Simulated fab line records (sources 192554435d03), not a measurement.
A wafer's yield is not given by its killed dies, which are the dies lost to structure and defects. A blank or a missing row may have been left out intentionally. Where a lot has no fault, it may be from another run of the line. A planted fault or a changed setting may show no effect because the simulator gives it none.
A struck lot beside a sound one -- flow n5_finfet -- 32 out of 1938 route steps
Sound: the wafers L527.3, L527.5, L527.6. The struck wafers were L525.2, L525.3, L525.4. Last of all comes the cause.
For every step that has rows: the tool of each side, followed by ch and its chambers, followed by its first start. Under that, the readings that differ: sound wafers -- struck wafers -- difference of the means -- sigmas: that difference in standard deviations of wafers without a fault.
alike: a reading whose means differ by less than 2 such deviations, as well as words and numbers matching on both sides. not compared: withheld readings; readings where some wafer has no value; bounds like >300 that might hide an equal value; numbers whose values overlap and for which the record gives no deviation.
A row with sigmas, a row that says differs or no value, or rows on one side alone: a step with any of these is where the two part. Numbers that don't overlap but have no deviation are shown without sigmas and don't part them. Lack of a reading on every wafer of one side parts them only where that side has two or more wafers.

first, 8 steps without rows for these wafers: N5_BEOL_M13_DEVELOP_27 (develop time 45 s); N5_BEOL_M13_HARDBAKE_32 (time 120 s); N5_BEOL_M13_DESCUM_33 (chemistry O2, time 7.9 s); N5_BEOL_M13_ETCH_67 (etches SiARC in CF4, target depth 143 nm, time 238.3 s); N5_BEOL_M13_ETCH_68 (etches SOC in N2/H2, time 355 s); N5_BEOL_M13_STRIP_69 (strips in N2/H2); N5_BEOL_M13_TRENCH_ETCH_34 (etches SiOC in C4F8/O2/Ar, target depth 413.47 nm, time 162.6 s); N5_BEOL_M13_STRIP_70 (strips in C4F8/O2/Ar).
N5_BEOL_M13_STRIP_37: strips in N2/H2.
  sound on plasma_asher-01 ch 0,1, day 15 20:30; struck on plasma_asher-02 ch 0,1, day 15 09:57
  alike: drypump_motor_current_A, h2_flow_sccm, heater_power_w, oes_product_au
  not compared: rf_hours_counter_h
then, 22 steps without rows for these wafers: N5_BEOL_M13_ETCH_38 (etches SiCN in CF4/N2, target depth 67.5 nm, time 71.9 s); N5_BEOL_M13_PRECLEAN_39 (cleans in residue remover, time 60 s); N5_BEOL_M13_SRD_40 (time 30 s, dry time 30 s); N5_BEOL_M13_DEGAS_41 (time 60 s); N5_BEOL_M13_PRE_CLEAN_42 (time 30 s); N5_BEOL_M13_SPUTTER_43 (material TaN, target thk 15 nm, time 24.19 s); N5_BEOL_M13_SPUTTER_44 (material Ta, target thk 10 nm, time 16.13 s); N5_BEOL_M13_SPUTTER_45 (material Cu, target thk 80 nm, time 13.33 s); N5_BEOL_M13_ECD_47 (material Cu, target thk 936 nm); N5_BEOL_M13_ANNEAL_48 (time 90 s); N5_BEOL_M13_CMP_49 (polishes, stops on SiOC, t overpolish 17.1 s, target thk 420 nm); N5_BEOL_M13_PRE_CLEAN_52 (time 15 s); N5_BEOL_M13_DEP_53 (deposits SiCN from 3MS/NH3, target thk 50 nm, time 17.8 s); N5_BEOL_M14_ILD_DEP_00 (deposits SiO2 from TEOS/O2, target thk 1119.3 nm, time 237.4 s); N5_BEOL_M14_COAT_58 (time 60 s, resist thk 89 nm); N5_BEOL_M14_COAT_04 (resist thk 800 nm); N5_BEOL_M14_EBR_06; N5_BEOL_M14_SOFTBAKE_05 (time 60 s); N5_BEOL_M14_EXPOSE_07 (exposes mask V13); N5_BEOL_M14_PEB_08 (peb time 90 s); N5_BEOL_M14_DEVELOP_09 (develop time 45 s); N5_BEOL_M14_HARDBAKE_14 (time 120 s).
N5_PASSIVATION_PROBE_49:
  only the struck wafers here have rows in the record (prober-01, day 16 19:21); the sound ones have none

WHERE THEY PART
Only at N5_PASSIVATION_PROBE_49, as far as this record shows.

WHY: whatever the simulator had introduced
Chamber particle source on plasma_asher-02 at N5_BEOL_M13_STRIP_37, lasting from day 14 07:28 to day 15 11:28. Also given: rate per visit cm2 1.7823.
